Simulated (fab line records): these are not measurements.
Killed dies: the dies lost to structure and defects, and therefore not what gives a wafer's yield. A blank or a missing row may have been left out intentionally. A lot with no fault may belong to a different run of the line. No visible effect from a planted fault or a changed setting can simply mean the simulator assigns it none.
Chamber matching	flow n5 finfet	rie diel-01 running N5_BEOL_M6_VIA_ETCH_34: 4 sister chambers
The step etches SiCOH lowk in C4F6/O2, target depth 126.3 nm, time 50.9 s. 14 wafers are shown with their chamber, then 7 later ones without.

WAFERS PAIRED WITH THEIR CHAMBERS
wafer	chamber	drypump motor current A (A)	showerhead plenum p Torr (Torr)	throttle valve pct (%)
L075.3	3	5.7	2.95	21.10
L075.4	1	5.2	2.74	21.27
L075.6	0	6.3	2.82	21.20
L078.3	2	5.1	2.83	20.95
L078.4	1	5.2	2.73	21.26
L078.5	0	6.4	2.82	21.20
L081.2	3	5.7	2.94	21.11
L081.5	3	5.7	2.94	21.13
L081.6	0	6.3	2.82	21.22
L082.2	0	6.3	2.82	21.22
L082.3	2	5.1	2.83	20.96
L082.6	0	6.3	2.82	21.20
L091.2	3	5.7	2.94	21.12
L091.3	1	5.2	2.72	21.31

SIGNATURES (averages over the wafers above)
reading	chamber 0	chamber 1	chamber 2	chamber 3	scatter within a chamber
drypump motor current A	6.320	5.200	5.100	5.700	0.0283
showerhead plenum p Torr	2.8200	2.7300	2.8300	2.9425	0.00524
throttle valve pct	21.2080	21.2800	20.9550	21.1150	0.0156
Rule: for a wafer and a chamber, the distance is found by dividing, reading by reading, the gap between the wafer's reading and the chamber's mean by the reading's scatter, squaring, summing and taking the root. The wafer belongs to the nearest chamber; if the next one is less than 2 further off, it can't be placed. The scatter is the square root of a quotient: the sum, over the shown wafers, of each reading's squared deviation from its chamber's mean, divided by wafers minus chambers.

WAFERS WITHOUT THEIR CHAMBER
wafer	drypump motor current A (A)	showerhead plenum p Torr (Torr)	throttle valve pct (%)
L091.6	5.1	2.82	21.01
L092.3	5.1	2.82	21.01
L092.5	6.3	2.81	21.25
L092.6	5.1	2.82	21.01
L095.2	5.1	2.81	21.02
L095.4	5.7	2.93	21.14
L095.6	6.3	2.80	21.24

THE CHAMBER EACH PASSED THROUGH
wafer	from the rows above	in truth
L091.6	2	2
L092.3	2	2
L092.5	0	0
L092.6	2	2
L095.2	2	2
L095.4	3	3
L095.6	0	0
Correct placement for 7 of the 7. Number that these rows cannot place: 0. Number placed wrongly: 0.
